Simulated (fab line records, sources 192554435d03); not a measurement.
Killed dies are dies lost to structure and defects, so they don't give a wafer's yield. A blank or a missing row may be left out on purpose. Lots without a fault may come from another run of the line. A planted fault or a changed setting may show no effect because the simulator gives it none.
fab line records | flow n5_finfet
record lots=7 wafers=21
route steps=1938 shown GATE_CUT@490 MOL_CONTACT_COAG@535 BEOL_M0_SAQP@698 BEOL_M0_CUTY@702 BEOL_M1@756
start_h: hours from the record's first day to the start of the lot's first wafer shown | wait_h: hours since the lot's step before | " the same as in the row above | L1.1+2: a row that stands for several wafers | - no value, or no start given | * or withheld: withheld | < > ~ a bound
route shown NAME@n: a module of which the file shows steps, and the number in the route of the first | usual: mean/standard deviation of fault-free wafers | same: alike in all rows | chamber/n: place in a boat | sites: the reading at each site | _std_site: their standard deviation | _edge_site: outer sites' mean less inner sites' | radius_mm: how far each site lies from the wafer's centre | mask NAME#n: copy n | behind: the tool/chamber that last shaped the wafer | hold: why the lot was held/for how many hours/how that ended | device: the transistor (n, p or np) that didn't switch | end of line: the same wafers' tests at the end of the route | a step without rows: its recipe alone | killed: dies lost to structure and defects at the first sort, not the wafer's yield | map: a wafer's dies, x killed, . not, _ none there
set.NAME: the setting as run; set.NAME@STEP: as run at that earlier step | model.NAME: the simulator's own value behind a step, which no gauge read
lots whose settings were changed on purpose; a table a step, a row a wafer
## steps
# step N5_GATE_CUT_DESCUM_18
# recipe chemistry=O2 time_s=7 source_power_w=50 bias_power_w=20 pressure_mtorr=20 rf_frequency_hz=2.712e+07 temp_c=40 resist=CAR-EUV o2_flow_sccm=225
# columns lot.wafer tool chamber start_h wait_h set.time_s model.CAR-EUV_of_GATE_CUT_COAT_07.thk_nm
L080.1+5 rie_diel-03 2 124.41 0.9 5.788 26.8
L080.3 " 3 " " 7 26.2
L083.4+5+6 rie_diel-02 3,2,0 138.61 0.0 7 26
L086.4+6 rie_diel-03 0 161.04 0.0 7 26.2
L086.5 " 3 " " 8.15 25.4
L090.2 rie_diel-03 0 180.24 0.0 7 26
L090.3+4 " 2,0 " " 8.145 25.4
L093.1+2 rie_diel-04 1,3 201.57 0.0 6.363 26.4
L093.5 " 1 " " 7 26
L096.1+3 rie_diel-03 2,3 224.81 0.0 7 26.2
L096.2 " 1 " " 7 26
L097.3+4+5 rie_diel-03 2,3,1 227.92 0.0 8.354 25.4
# step N5_GATE_CUT_ETCH_28
# recipe chemistry=N2/H2 target=underlayer target_depth_a=130 mask_material=CAR-EUV time_s=10.4 ion_energy_ev=200 pressure_mtorr=30 source_w=840 bias_w=150 n2_flow_sccm=200 h2_flow_sccm=200 ends=cleared
# columns lot.wafer tool chamber start_h wait_h set.spin_rpm@GATE_CUT_COAT_27 model.etch.depth_nm
L080.1 rie_diel-03 2 124.45 0.0 1500 10.02
L080.3 " 3 " " 1587 9.751
L080.5 " 2 " " 1587 9.733
L083.4 rie_diel-02 3 138.64 0.0 1500 9.972
L083.5 " 2 " " 1500 9.97
L083.6 " 0 " " 1500 9.989
L086.4 rie_diel-03 0 161.07 0.0 1500 10
L086.5 " 3 " " 1500 9.991
L086.6 " 0 " " 1500 9.987
L090.2 rie_diel-03 0 180.28 0.0 1500 9.958
L090.3 " 2 " " 1582 9.709
L090.4 " 0 " " 1500 9.977
L093.1 rie_diel-04 1 201.60 0.0 1610 9.603
L093.2 " 3 " " 1500 9.943
L093.5 " 1 " " 1500 9.963
L096.1 rie_diel-03 2 224.85 0.0 1500 9.998
L096.2 " 1 " " 1386 10.43
L096.3 " 3 " " 1500 10
L097.3+5 rie_diel-03 2,1 227.95 0.0 1500 10.04
L097.4 " 3 " " 1551 9.891
# step N5_GATE_CUT_ETCH_36
# recipe chemistry=CF4 target=SiARC target_depth_a=130 mask_material=CAR-EUV time_s=21.7 ion_energy_ev=80 pressure_mtorr=40 source_w=545 bias_w=36 Ar_flow_sccm=100 cf4_flow_sccm=100 ends=cleared
# columns lot.wafer tool chamber start_h wait_h set.spin_rpm@GATE_CUT_COAT_27 set.time_s@GATE_CUT_DESCUM_18 model.CAR-EUV_of_GATE_CUT_COAT_07.thk_nm
L080.1 rie_diel-03 2 124.46 0.0 1500 5.788 7.6
L080.3 " 3 " " 1587 7 7.4
L080.5 " 2 " " 1587 5.788 8
L083.4+5+6 rie_diel-02 3,2,0 138.66 0.0 1500 7 7
L086.4+6 rie_diel-03 0 161.09 0.0 1500 7 7
L086.5 " 3 " " 1500 8.15 6.4
L090.2 rie_diel-03 0 180.29 0.0 1500 7 7
L090.3 " 2 " " 1582 8.145 6.6
L090.4 " 0 " " 1500 8.145 6.2
L093.1 rie_diel-04 1 201.62 0.0 1610 6.363 7.8
L093.2 " 3 " " 1500 6.363 7.2
L093.5 " 1 " " 1500 7 7
L096.1+3 rie_diel-03 2,3 224.87 0.0 1500 7 7
L096.2 " 1 " " 1386 7 6.4
L097.3+5 rie_diel-03 2,1 227.97 0.0 1500 8.354 6.2
L097.4 " 3 " " 1551 8.354 6.4
# step N5_MOL_CONTACT_COAG_CONTACT_ETCH_14
# recipe chemistry=C4F6/O2 target=SiO2 target_depth_a=275 overetch_a=85 mask_material=SOC pressure_mtorr=30 source_w=370 bias_w=185 Ar_flow_sccm=300 C4F6_flow_sccm=16 O2_flow_sccm=10 time_s=20 ion_energy_ev=259.6
# usual rf_vpp_V=693/3.3
# columns lot.wafer tool chamber start_h wait_h set.source_w rf_vpp_V
L080.1 rie_diel-05 0 128.39 0.0 370 689
L080.3 " 1 " " 331.2 715
L080.5 " 0 " " 331.2 716
L083.4 rie_diel-01 0 142.56 0.0 370 691
L083.5 " 2 " " 370 688
L083.6 " 1 " " 370 693
L086.4 rie_diel-01 1 165.17 0.0 408.2 672
L086.5 " 2 " " 408.2 667
L086.6 " 1 " " 408.2 671
L090.2 rie_diel-06 0 184.21 0.0 370 698
L090.3 " 1 " " 320.3 728
L090.4 " 2 " " 370 692
L093.1 rie_diel-06 2 205.58 0.0 370 691
L093.2 " 1 " " 370 698
L093.5 " 3 " " 422.5 667
L096.1 rie_diel-01 0 229.25 0.0 370 692
L096.2 " 3 " " 350.5 701
L096.3 " 1 " " 350.5 705
L097.3 rie_diel-06 0 231.89 0.0 370 699
L097.4 " 0 " " 370 698
L097.5 " 1 " " 370 699
# step N5_MOL_CONTACT_COAG_ETCH_15
# recipe chemistry=CH3F/O2 target=SiNx target_depth_a=70 mask_material=SOC stop_on=Si:P over_etch_frac=0.75 ion_energy_ev=120 pressure_mtorr=30 source_w=395 bias_w=73 Ar_flow_sccm=150 CH3F_flow_sccm=30 O2_flow_sccm=20
# usual rf_vpp_V=296.4/2.3
# columns lot.wafer tool chamber start_h wait_h set.source_w rf_vpp_V
L080.1 rie_diel-05 0 128.43 0.0 395 297.2
L080.3 " 1 " " 395 296.2
L080.5 " 0 " " 395 295.1
L083.4 rie_diel-01 0 142.59 0.0 395 294.9
L083.5 " 2 " " 395 295.0
L083.6 " 1 " " 395 296.0
L086.4 rie_diel-01 1 165.21 0.0 439.8 282.8
L086.5 " 2 " " 439.8 279.6
L086.6 " 1 " " 395 297.1
L090.2 rie_diel-06 0 184.24 0.0 339.8 320.4
L090.3 " 1 " " 339.8 316.6
L090.4 " 2 " " 395 294.6
L093.1 rie_diel-06 2 205.62 0.0 360.1 307.6
L093.2 " 1 " " 395 295.0
L093.5 " 3 " " 395 300.3
L096.1 rie_diel-01 0 229.29 0.0 395 293.1
L096.2 " 3 " " 425.6 287.4
L096.3 " 1 " " 425.6 286.8
L097.3 rie_diel-06 0 231.92 0.0 454.9 279.4
L097.4 " 0 " " 395 299.0
L097.5 " 1 " " 395 295.7
# step N5_MOL_CONTACT_COAG_COAT_64
# recipe resist=underlayer temp_c=205 time_s=60 spin_rpm=1500 resist_thk_nm=10
# columns lot.wafer tool chamber start_h wait_h set.spin_rpm model.underlayer_of_MOL_CONTACT_COAG_COAT_64.thk_nm
L080.1+3 litho_track-03 0 - - 1500 10
L080.5 " 0 " " 1355 10.4
L083.4+5+6 litho_track-03 0 - - 1500 10
L086.4+5 litho_track-05 0 - - 1591 9.8
L086.6 " 0 " " 1500 10
L090.2+3+4 litho_track-02 0 - - 1500 10
L093.1+2+5 litho_track-05 0 - - 1567 9.8
L096.1+2 litho_track-05 0 - - 1376 10.4
L096.3 " 0 " " 1500 10
L097.3+4+5 litho_track-02 0 - - 1500 10
# step N5_MOL_CONTACT_COAG_EXPOSE_37
# recipe mask_id=VD na=0.33 source_shape=annular sigma_inner=0.3 sigma_outer=0.7 polarization=unpolarized defocus_nm=0 dose_mj=62
# columns lot.wafer tool chamber start_h wait_h mask set.dose_mj
L080.1+3+5 euv_scanner-02 0 138.55 - VD#0 62
L083.4+5+6 euv_scanner-01 0 152.16 - VD#0 62
L086.4+5+6 euv_scanner-02 0 177.45 - VD#0 62
L090.2+3 euv_scanner-02 0 197.10 - VD#0 66.18
L090.4 " 0 " " VD#0 62
L093.1+5 euv_scanner-01 0 215.84 - VD#0 62
L093.2 " 0 " " VD#0 64.23
L096.1+3 euv_scanner-01 0 238.76 - VD#0 62
L096.2 " 0 " " VD#0 59.56
L097.3+4 euv_scanner-02 0 247.62 - VD#0 62
L097.5 " 0 " " VD#0 63.42
# step N5_MOL_CONTACT_COAG_PEB_38
# recipe peb_temp_c=100 peb_time_s=60 resist=CAR-EUV
# step N5_MOL_CONTACT_COAG_DEVELOP_39
# recipe develop_time_s=30 developer=TMAH resist=CAR-EUV rinse_liquid=surfactant_rinse dry=air_spin dev_temp_c=23
# step N5_MOL_CONTACT_COAG_CD_MEAS_40
# recipe target_cd_nm=25.1 landing_energy_ev=500 detector=se_inlens polarity=opening
# usual cd_nm=25.12/0.22
# columns lot.wafer tool chamber start_h wait_h set.dose_mj@MOL_CONTACT_COAG_EXPOSE_37 cd_nm
L080.1 cd_sem-02 0 138.70 - 62 25.03
L080.3 " 0 " " 62 25.02
L080.5 " 0 " " 62 25.20
L083.4 cd_sem-02 0 152.28 - 62 24.80
L083.5 " 0 " " 62 24.95
L083.6 " 0 " " 62 25.20
L086.4 cd_sem-01 0 177.57 - 62 24.93
L086.5 " 0 " " 62 25.07
L086.6 " 0 " " 62 25.42
L090.2 cd_sem-02 0 197.24 - 66.18 26.67
L090.3 " 0 " " 66.18 26.37
L090.4 " 0 " " 62 25.33
L093.1 cd_sem-02 0 215.99 - 62 25.06
L093.2 " 0 " " 64.23 25.61
L093.5 " 0 " " 62 24.81
L096.1 cd_sem-02 0 238.91 - 62 24.92
L096.2 " 0 " " 59.56 24.18
L096.3 " 0 " " 62 25.31
L097.3 cd_sem-03 0 247.75 - 62 25.01
L097.4 " 0 " " 62 25.08
L097.5 " 0 " " 63.42 25.53
# step N5_MOL_CONTACT_COAG_DESCUM_45
# recipe chemistry=O2 time_s=7 source_power_w=50 bias_power_w=20 pressure_mtorr=20 rf_frequency_hz=2.712e+07 temp_c=40 resist=CAR-EUV o2_flow_sccm=225
# step N5_MOL_CONTACT_COAG_ETCH_65
# recipe chemistry=N2/H2 target=underlayer target_depth_a=130 mask_material=CAR-EUV time_s=10.4 ion_energy_ev=200 pressure_mtorr=30 source_w=840 bias_w=150 n2_flow_sccm=200 h2_flow_sccm=200 ends=cleared
# columns lot.wafer tool chamber start_h wait_h set.spin_rpm@MOL_CONTACT_COAG_COAT_64 model.CAR-EUV_of_MOL_CONTACT_COAG_COAT_34.thk_nm model.etch.depth_nm
L080.1 rie_diel-01 0 138.85 0.0 1500 24.6 9.963
L080.3 " 3 " " 1500 24.8 9.965
L080.5 " 1 " " 1355 24.2 10.46
L083.4 rie_diel-05 2 152.78 0.0 1500 24.4 9.993
L083.5 " 0 " " 1500 24.6 9.966
L083.6 " 3 " " 1500 24.6 10
L086.4 rie_diel-01 3 177.72 0.0 1591 25.2 9.735
L086.5 " 2 " " 1591 25.2 9.705
L086.6 " 3 " " 1500 24.8 10.02
L090.2 rie_diel-01 0 197.51 0.0 1500 24.4 10.03
L090.3 " 1 " " 1500 24.6 9.966
L090.4 " 3 " " 1500 24.4 10
L093.1 rie_diel-05 2 216.14 0.0 1567 24.8 9.742
L093.2 " 0 " " 1567 24.8 9.785
L093.5 " 0 " " 1567 25 9.741
L096.1 rie_diel-01 3 239.19 0.0 1376 24.2 10.44
L096.2 " 0 " " 1376 24 10.41
L096.3 " 1 " " 1500 24.6 10.03
L097.3 rie_diel-05 2 247.90 0.0 1500 24.8 9.983
L097.4 " 0 " " 1500 24.8 9.986
L097.5 " 1 " " 1500 24.8 9.984
# step N5_MOL_CONTACT_COAG_ETCH_66
# recipe chemistry=CF4 target=SiARC target_depth_a=130 mask_material=CAR-EUV time_s=21.7 ion_energy_ev=80 pressure_mtorr=40 source_w=545 bias_w=36 Ar_flow_sccm=100 cf4_flow_sccm=100 ends=cleared
# columns lot.wafer tool chamber start_h wait_h set.spin_rpm@MOL_CONTACT_COAG_COAT_64 model.CAR-EUV_of_MOL_CONTACT_COAG_COAT_34.thk_nm
L080.1 rie_diel-01 0 138.87 0.0 1500 17
L080.3 " 3 " " 1500 17.2
L080.5 " 1 " " 1355 16.6
L083.4 rie_diel-05 2 152.80 0.0 1500 16.8
L083.5+6 " 0,3 " " 1500 17
L086.4 rie_diel-01 3 177.74 0.0 1591 17.4
L086.5 " 2 " " 1591 17.6
L086.6 " 3 " " 1500 17.2
L090.2+3+4 rie_diel-01 0,1,3 197.53 0.0 1500 16.8
L093.1+2+5 rie_diel-05 2,0,0 216.16 0.0 1567 17.2
L096.1 rie_diel-01 3 239.21 0.0 1376 16.6
L096.2 " 0 " " 1376 16.4
L096.3 " 1 " " 1500 17
L097.3 rie_diel-05 2 247.92 0.0 1500 17.2
L097.4+5 " 0,1 " " 1500 17
# step N5_BEOL_M0_SAQP_ALD_48
# recipe material=SiO2 target_thk_a=200 temp_c=100 ald_precursor_family=BDEAS ald_co_reactant=O2-plasma pulse_time_s=1 co_reactant_pulse_time_s=1 purge_time_s=2 co_reactant_purge_time_s=2 ald_cycles=139 pressure_torr=2
# columns lot.wafer tool chamber start_h wait_h set.ald_cycles model.SiO2_of_BEOL_M0_SAQP_ALD_48.thk_nm
L080.1+5 ald_sin-04 2,0 150.43 0.3 139 20
L080.3 " 1 " " 145 20.8
L083.4+5+6 ald_sin-02 2,3,0 167.53 0.0 139 20
L086.4+5+6 ald_sin-04 3,3,0 191.30 0.0 139 20
L090.2 ald_sin-04 1 210.16 0.0 139 20.2
L090.3 " 0 " " 119 17.2
L090.4 " 3 " " 119 17
L093.1 ald_sin-03 0 227.13 0.1 129 18.6
L093.2 " 3 " " 129 18.4
L093.5 " 2 " " 139 20
L096.1 ald_sin-04 3 251.53 0.0 139 20
L096.2+3 " 1,0 " " 157 22.6
L097.3 ald_sin-04 0 262.84 0.1 139 20
L097.4+5 " 1,2 " " 128 18.4
# step N5_BEOL_M0_CUTY_COAT_51
# recipe resist=CAR-ArF-block spin_rpm=1500 resist_thk_nm=150
# columns lot.wafer tool chamber start_h wait_h set.spin_rpm model.CAR-ArF-block_of_BEOL_M0_CUTY_COAT_51.thk_nm
L080.1 litho_track-03 0 - - 1500 149.6
L080.3+5 " 0 " " 1652 142.4
L083.4+6 litho_track-02 0 - - 1500 151.2
L083.5 " 0 " " 1500 151
L086.4 litho_track-04 0 - - 1580 146.2
L086.5 " 0 " " 1500 150.4
L086.6 " 0 " " 1500 150.2
L090.2 litho_track-04 0 - - 1500 149.6
L090.3 " 0 " " 1639 143.2
L090.4 " 0 " " 1639 143.4
L093.1+5 litho_track-04 0 - - 1500 150.4
L093.2 " 0 " " 1500 150.2
L096.1 litho_track-02 0 - - 1652 143.2
L096.2 " 0 " " 1500 150.6
L096.3 " 0 " " 1652 143
L097.3 litho_track-03 0 - - 1500 150.6
L097.4+5 " 0 " " 1500 150.4
# step N5_BEOL_M0_CUTY_EBR_52
# recipe solvent=PGMEA ebr_width_mm=1.5
# step N5_BEOL_M0_CUTY_SOFTBAKE_53
# recipe temp_c=110 time_s=60 resist=CAR-ArF-block
# step N5_BEOL_M0_CUTY_EXPOSE_54
# recipe mask_id=M0_ABLK na=1.35 source_shape=conventional sigma_outer=0.8 polarization=unpolarized dose_mj=36
# step N5_BEOL_M0_CUTY_PEB_55
# recipe peb_temp_c=110 peb_time_s=60 resist=CAR-ArF-block
# step N5_BEOL_M0_CUTY_DEVELOP_56
# recipe develop_time_s=30 developer=TMAH resist=CAR-ArF-block rinse_liquid=diw dry=air_spin dev_temp_c=23
# columns lot.wafer tool chamber start_h wait_h set.spin_rpm@BEOL_M0_CUTY_COAT_51 model.CAR-ArF-block_of_BEOL_M0_CUTY_COAT_51.thk_nm
L080.1 litho_track-02 0 - - 1500 148
L080.3 " 0 " " 1652 140.8
L080.5 " 0 " " 1652 140.6
L083.4+6 litho_track-02 0 - - 1500 149.6
L083.5 " 0 " " 1500 149.4
L086.4 litho_track-02 0 - - 1580 144.6
L086.5 " 0 " " 1500 148.6
L086.6 " 0 " " 1500 148.4
L090.2 litho_track-03 0 - - 1500 147.8
L090.3 " 0 " " 1639 141.4
L090.4 " 0 " " 1639 141.8
L093.1+2 litho_track-02 0 - - 1500 148.6
L093.5 " 0 " " 1500 148.8
L096.1 litho_track-04 0 - - 1652 141.4
L096.2 " 0 " " 1500 148.8
L096.3 " 0 " " 1652 141.2
L097.3 litho_track-04 0 - - 1500 149
L097.4 " 0 " " 1500 148.8
L097.5 " 0 " " 1500 148.6
# step N5_BEOL_M1_COAT_62
# recipe resist=SiARC temp_c=220 time_s=60 spin_rpm=1500 resist_thk_nm=12
# columns lot.wafer tool chamber start_h wait_h set.spin_rpm model.SiARC_of_BEOL_M1_COAT_62.thk_nm
L080.1+5 litho_track-05 0 - - 1500 12
L080.3 " 0 " " 1560 11.8
L083.4+5+6 litho_track-01 0 - - 1500 12
L086.4 litho_track-03 0 - - 1455 12.2
L086.5+6 " 0 " " 1500 12
L090.2+4 litho_track-05 0 - - 1543 11.8
L090.3 " 0 " " 1500 12
L093.1 litho_track-03 0 - - 1400 12.4
L093.2+5 " 0 " " 1500 12
L096.1 litho_track-05 0 - - 1500 12
L096.2 " 0 " " 1412 12.4
L096.3 " 0 " " 1412 12.2
L097.3+4+5 litho_track-03 0 - - 1500 12
# step N5_BEOL_M1_COAT_05
# recipe resist=CAR-EUV spin_rpm=1500 resist_thk_nm=30
# columns lot.wafer tool chamber start_h wait_h set.spin_rpm model.CAR-EUV_of_BEOL_M1_COAT_05.thk_nm
L080.1+5 litho_track-05 0 - - 1500 30
L080.3 " 0 " " 1398 31
L083.4+5+6 litho_track-01 0 - - 1500 30
L086.4+6 litho_track-03 0 - - 1388 31
L086.5 " 0 " " 1500 30
L090.2 litho_track-05 0 - - 1500 30.2
L090.3+4 " 0 " " 1500 30
L093.1+2+5 litho_track-03 0 - - 1500 30
L096.1+2 litho_track-05 0 - - 1500 30
L096.3 " 0 " " 1500 29.8
L097.3 litho_track-03 0 - - 1500 30
L097.4 " 0 " " 1366 31.4
L097.5 " 0 " " 1500 30.2
# step N5_BEOL_M1_EBR_07
# recipe solvent=PGMEA ebr_width_mm=1.5
# step N5_BEOL_M1_SOFTBAKE_06
# recipe temp_c=110 time_s=60 resist=CAR-EUV
# step N5_BEOL_M1_EXPOSE_08
# recipe mask_id=M1 na=0.33 source_shape=dipole sigma_inner=0.369 sigma_outer=0.767 polarization=unpolarized dose_mj=33
# step N5_BEOL_M1_PEB_09
# recipe peb_temp_c=100 peb_time_s=60 resist=CAR-EUV
# step N5_BEOL_M1_DEVELOP_10
# recipe develop_time_s=30 developer=TMAH resist=CAR-EUV rinse_liquid=surfactant_rinse dry=air_spin dev_temp_c=23
# columns lot.wafer tool chamber start_h wait_h set.spin_rpm@BEOL_M1_COAT_05 model.CAR-EUV_of_BEOL_M1_COAT_05.thk_nm
L080.1 litho_track-03 0 - - 1500 29.4
L080.3 " 0 " " 1398 30.6
L080.5 " 0 " " 1500 29.6
L083.4+5+6 litho_track-03 0 - - 1500 29.6
L086.4+6 litho_track-01 0 - - 1388 30.6
L086.5 " 0 " " 1500 29.4
L090.2+3+4 litho_track-03 0 - - 1500 29.6
L093.1+2+5 litho_track-05 0 - - 1500 29.6
L096.1 litho_track-05 0 - - 1500 29.6
L096.2+3 " 0 " " 1500 29.4
L097.3+5 litho_track-01 0 - - 1500 29.6
L097.4 " 0 " " 1366 31
# step N5_BEOL_M1_DESCUM_16
# recipe chemistry=O2 time_s=7 source_power_w=50 bias_power_w=20 pressure_mtorr=20 rf_frequency_hz=2.712e+07 temp_c=40 resist=CAR-EUV o2_flow_sccm=225
# step N5_BEOL_M1_ETCH_74
# recipe chemistry=N2/H2 target=underlayer target_depth_a=65 mask_material=CAR-EUV time_s=5.2 ion_energy_ev=200 pressure_mtorr=30 source_w=840 bias_w=150 n2_flow_sccm=200 h2_flow_sccm=200 ends=cleared
# step N5_BEOL_M1_ETCH_63
# recipe chemistry=CF4 target=SiARC target_depth_a=156 mask_material=CAR-EUV time_s=26 ion_energy_ev=80 pressure_mtorr=40 source_w=545 bias_w=36 Ar_flow_sccm=100 cf4_flow_sccm=100 ends=cleared
# columns lot.wafer tool chamber start_h wait_h set.spin_rpm@BEOL_M1_COAT_62 set.spin_rpm@BEOL_M1_COAT_05 model.CAR-EUV_of_BEOL_M1_COAT_05.thk_nm model.etch.depth_nm
L080.1 rie_diel-03 1 159.87 0.0 1500 1500 11 12.01
L080.3 " 2 " " 1560 1398 12.4 11.74
L080.5 " 3 " " 1500 1500 11 11.99
L083.4 rie_diel-03 2 179.62 0.0 1500 1500 11 12.05
L083.5 " 0 " " 1500 1500 11.2 12.03
L083.6 " 3 " " 1500 1500 11 12.02
L086.4 rie_diel-02 3 200.78 0.0 1455 1388 12.2 12.14
L086.5 " 0 " " 1500 1500 11 11.97
L086.6 " 1 " " 1500 1388 12.2 11.9
L090.2 rie_diel-04 1 220.51 0.0 1543 1500 11.4 11.84
L090.3 " 3 " " 1500 1500 11 12.04
L090.4 " 0 " " 1543 1500 11.2 11.86
L093.1 rie_diel-04 0 237.82 0.0 1400 1500 10.8 12.44
L093.2 " 2 " " 1500 1500 11.2 12.01
L093.5 " 0 " " 1500 1500 11.2 12.02
L096.1 rie_diel-04 1 261.41 0.0 1500 1500 11.2 11.96
L096.2 " 2 " " 1412 1500 10.8 12.32
L096.3 " 0 " " 1412 1500 10.8 12.3
L097.3 rie_diel-04 2 270.13 0.0 1500 1500 11.2 11.98
L097.4 " 1 " " 1500 1366 12.6 11.98
L097.5 " 0 " " 1500 1500 11.2 11.97
## key
split step=N5_GATE_CUT_DESCUM_18 setting=time_s stated=7 by=wafer
response step=N5_GATE_CUT_DESCUM_18 reading=model.CAR-EUV_of_GATE_CUT_COAT_07.thk_nm change=-0.0402 per=1% r=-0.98
response step=N5_GATE_CUT_ETCH_36 reading=model.CAR-EUV_of_GATE_CUT_COAT_07.thk_nm slope=-0.0386 per=1% together_with=spin_rpm@GATE_CUT_COAT_27 explained=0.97
split step=N5_MOL_CONTACT_COAG_CONTACT_ETCH_14 setting=source_w stated=370 by=wafer
response step=N5_MOL_CONTACT_COAG_CONTACT_ETCH_14 reading=rf_vpp_V change=-2.28 per=1% r=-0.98
split step=N5_MOL_CONTACT_COAG_ETCH_15 setting=source_w stated=395 by=wafer
response step=N5_MOL_CONTACT_COAG_ETCH_15 reading=rf_vpp_V change=-1.33 per=1% r=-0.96
split step=N5_MOL_CONTACT_COAG_COAT_64 setting=spin_rpm stated=1500 by=wafer
response step=N5_MOL_CONTACT_COAG_COAT_64 reading=model.underlayer_of_MOL_CONTACT_COAG_COAT_64.thk_nm change=-0.0422 per=1% r=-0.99
response step=N5_MOL_CONTACT_COAG_ETCH_65 reading=model.CAR-EUV_of_MOL_CONTACT_COAG_COAT_34.thk_nm change=+0.0574 per=1% r=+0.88
response step=N5_MOL_CONTACT_COAG_ETCH_65 reading=model.etch.depth_nm change=-0.0496 per=1% r=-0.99
response step=N5_MOL_CONTACT_COAG_ETCH_66 reading=model.CAR-EUV_of_MOL_CONTACT_COAG_COAT_34.thk_nm change=+0.0543 per=1% r=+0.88
split step=N5_MOL_CONTACT_COAG_EXPOSE_37 setting=dose_mj stated=62 by=wafer
response step=N5_MOL_CONTACT_COAG_CD_MEAS_40 reading=cd_nm change=+0.193 per=1% r=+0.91
split step=N5_BEOL_M0_SAQP_ALD_48 setting=ald_cycles stated=139 by=wafer
response step=N5_BEOL_M0_SAQP_ALD_48 reading=model.SiO2_of_BEOL_M0_SAQP_ALD_48.thk_nm change=+0.207 per=1% r=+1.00
split step=N5_BEOL_M0_CUTY_COAT_51 setting=spin_rpm stated=1500 by=wafer
response step=N5_BEOL_M0_CUTY_COAT_51 reading=model.CAR-ArF-block_of_BEOL_M0_CUTY_COAT_51.thk_nm change=-0.717 per=1% r=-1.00
response step=N5_BEOL_M0_CUTY_DEVELOP_56 reading=model.CAR-ArF-block_of_BEOL_M0_CUTY_COAT_51.thk_nm change=-0.714 per=1% r=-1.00
split step=N5_BEOL_M1_COAT_62 setting=spin_rpm stated=1500 by=wafer
response step=N5_BEOL_M1_COAT_62 reading=model.SiARC_of_BEOL_M1_COAT_62.thk_nm change=-0.0571 per=1% r=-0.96
response step=N5_BEOL_M1_ETCH_63 reading=model.etch.depth_nm change=-0.0626 per=1% r=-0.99
split step=N5_BEOL_M1_COAT_05 setting=spin_rpm stated=1500 by=wafer
response step=N5_BEOL_M1_COAT_05 reading=model.CAR-EUV_of_BEOL_M1_COAT_05.thk_nm change=-0.142 per=1% r=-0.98
response step=N5_BEOL_M1_DEVELOP_10 reading=model.CAR-EUV_of_BEOL_M1_COAT_05.thk_nm change=-0.159 per=1% r=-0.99
response step=N5_BEOL_M1_ETCH_63 reading=model.CAR-EUV_of_BEOL_M1_COAT_05.thk_nm change=-0.17 per=1% r=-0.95
split outside_this_file step=N5_GATE_CUT_COAT_27 setting=spin_rpm
# split outside_this_file: this setting was split too, and the file shows its column; the key of that split is in another file
